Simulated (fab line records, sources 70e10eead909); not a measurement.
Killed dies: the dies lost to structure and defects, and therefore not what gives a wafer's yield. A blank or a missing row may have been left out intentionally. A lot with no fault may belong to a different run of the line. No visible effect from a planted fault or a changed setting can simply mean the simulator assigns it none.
Which tool is to blame? -- flow nand harc -- Sampling: 6 lots, 18 wafers, 5 of 1159 route steps

WHAT EACH GAUGE READ, for each wafer
NHARC_END_SORT_01.
lot,measured,on,killed at array
L329,day 22 03:39,prober-02,72 73 61

WHICH TOOL RAN EACH LOT (tool, then ch and the chambers of the sampled wafers, then the start)
lot,NHARC_A_CONTACT_ETCH_96,NHARC_A_BONDPAD_PRE_CLEAN_26,NHARC_A_BONDPAD_CMP_19,NHARC_THIN_TSV_ETCH_15
L319,"rie diel-03 ch 0,2, day 16 21:49","pvd sputter-01, day 18 11:04 or earlier","cmp-01 ch 0,3, day 18 11:04","rie si-02 ch 0,2, day 19 01:37"
L321,"rie diel-10 ch 0,1,3, day 17 04:43","pvd sputter-03, day 18 15:40 or earlier","cmp-01 ch 1,2, day 18 15:40","rie si-06 ch 2,3, day 19 07:35"
L323,"rie diel-10 ch 0,2,3, day 18 05:16","pvd sputter-01, day 19 20:56 or earlier","cmp-02 ch 1,2, day 19 20:56","rie si-03 ch 0,1, day 20 14:19"
L329,"rie diel-10 ch 1,2,3, day 19 04:08","pvd sputter-02, day 20 12:24 or earlier","cmp-01 ch 0,3, day 20 12:24","rie si-02 ch 0,3, day 21 03:26"
L333,"rie diel-12 ch 1,2,3, day 20 11:52","pvd sputter-02, day 22 11:21 or earlier","cmp-02 ch 0,1,3, day 22 11:21","rie si-06 ch 0,1,3, day 23 01:14"
L338,"rie diel-12 ch 0,1,3, day 22 07:42","pvd sputter-02, day 23 16:00 or earlier","cmp-02 ch 0,2,3, day 23 16:00","rie si-06 ch 1,2,3, day 24 04:52"
- NHARC_A_CONTACT_ETCH_96: etches the open film in C4F6/O2, target depth 20 nm, time 10 s.
- NHARC_A_BONDPAD_PRE_CLEAN_26: time 30 s.
- NHARC_A_BONDPAD_CMP_19: polishes, t overpolish 30 s, cu recess touch 16 s, target thk 169.8 nm.
- NHARC_THIN_TSV_ETCH_15: target depth 3000 nm, bosch target overetch cycles 2, bosch etch step 2.8 s.

THE ANSWER, worked out from the rows above alone
Rule: usual is defined by the lots themselves. The widest of any qualifying gaps counts: lots, ordered by their means at a reading, are off when they make up no more than a third of the lots, leave a main group of 4 or more, and stand apart from it by 3 or more times the standard deviation of that group's means. The tables above print the reading to a certain number of digits; a main group whose means all agree to those digits is not used. A lot without any number at a reading at which 4 lots or more have one is off too. Where the step has rows for the other lots, those lots are counted as sound.
Across all readings shown, no lot is off: no conclusion can be drawn from this.

WHAT THE SIMULATOR HAD INSERTED
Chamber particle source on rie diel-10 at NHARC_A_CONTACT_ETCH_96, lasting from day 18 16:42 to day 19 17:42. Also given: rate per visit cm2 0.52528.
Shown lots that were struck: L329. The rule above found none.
